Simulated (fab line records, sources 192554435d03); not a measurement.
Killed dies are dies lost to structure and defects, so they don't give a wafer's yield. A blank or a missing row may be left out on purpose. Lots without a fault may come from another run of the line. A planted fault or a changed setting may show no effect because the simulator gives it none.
Problem report in the 8D (eight disciplines) form, filled by code | flow n5_finfet | the parts of the form that need people (team, actions taken, sign-off) are left out

1. THE PROBLEM
cd_nm at N5_BEOL_M4_CD_MEAS_28 reads a mean of 18.65 nm on 2 wafers of 2 lots; wafers without a fault read 26.17 nm with a standard deviation of 0.23. That is -33 standard deviations from the usual mean.
The step: target cd 26.2 nm, target cd y 24.1 nm.
First seen on wafer L770.4, day 11 15:46, on cd_sem-01. The record holds 25 wafers of 9 lots with a number at this step. Rule for "out", or "out of limits": more than 4 standard deviations from the usual mean. The other wafers with a number count as sound.

2. WHAT IT IS AND WHAT IT IS NOT
question                    | is                   | is not
which readings at this step | cd_nm                | -
which lots                  | L770, L773           | L757, L760, L764, L767, L778, L779, L780
which wafers of those lots  | L770.4, L773.4       | L770.2, L773.2
read on which gauges        | cd_sem-01, cd_sem-02 | cd_sem-03
when                        | from day 11 15:46    | up to then (13 sound wafers); but 10 sound wafers of L773, L778, L779, L780 came after

3. SUSPECTS, AND WHAT RULES EACH OUT
Counting: a tool at a process step up to the reading stays a suspect if it ran every lot that is out. Sound lots after the first of them don't rule it out here, since some wafers of a struck lot are sound.
- the gauge at N5_BEOL_M4_CD_MEAS_28: ruled out. The wafers that are out were read on 2 gauges (cd_sem-01, cd_sem-02).
- rie_metal-03 at N5_BEOL_M4_HM_OPEN_17 (chemistry Cl2/BCl3, target TiN, target depth 20 nm, overetch 6 nm): kept. It ran every lot that is out, first L770 (day 11 15:11).
- euv_scanner-02 at N5_BEOL_M4_EXPOSE_25 (exposes mask V3, defocus 5 nm): kept. It ran every lot that is out, first L770 (day 11 15:37); its last sound lot up to then is L767 (day 10 14:08).
Left after counting: rie_metal-03 at N5_BEOL_M4_HM_OPEN_17, euv_scanner-02 at N5_BEOL_M4_EXPOSE_25.

4. THE CAUSE (what the simulator had put in)
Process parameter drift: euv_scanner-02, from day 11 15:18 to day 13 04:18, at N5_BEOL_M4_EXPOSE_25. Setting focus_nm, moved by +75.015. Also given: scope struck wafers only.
Counting left 2 suspects, and this tool is among them.

5. THE CHAIN OF EFFECTS, in route order
Each row: a reading whose mean over the struck wafers that have a number lies more than 3 standard deviations from the usual. Only readings for which the record gives a usual standard deviation are gone through. hours: the time from each lot's start at the first step in this table that gives one to its start at this step, as a median over the lots. sigmas: the change in usual standard deviations.
hours | step                    | reading              | usual    | on struck wafers | change | sigmas
0     | N5_BEOL_M4_CD_MEAS_28   | cd_nm                | 26.17 nm | 18.65            | -7.52  | -33
115   | N5_PASSIVATION_PROBE_49 | defect_limited_yield | 91.2 %   | 0.0              | -91.2  | -65
115   | N5_PASSIVATION_PROBE_49 | killed_at_M4_up      | 13       | 1094             | +1081  | +99 or more
115   | N5_PASSIVATION_PROBE_49 | killed_dies          | 104      | 1180             | +1076  | +67
115   | N5_PASSIVATION_PROBE_49 | killed_on_rim        | 14       | 152              | +138   | +35
115   | N5_PASSIVATION_PROBE_49 | sort_n_pass          | 1076     | 0                | -1076  | -67
115   | N5_PASSIVATION_PROBE_49 | sort_yield_pct       | 91.2 %   | 0.0              | -91.2  | -65
The process steps in it:
- N5_PASSIVATION_PROBE_49

6. WHAT WOULD HAVE CAUGHT IT SOONER
In this record the first reading out of limits at a measuring or inspecting step was taken at day 11 15:46, 0 hours after the fault began at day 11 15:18.
Of the lots that are out (2), L773 began N5_BEOL_M4_EXPOSE_25 on euv_scanner-02 after day 11 15:46. A hold on the tool at that time would have spared it.
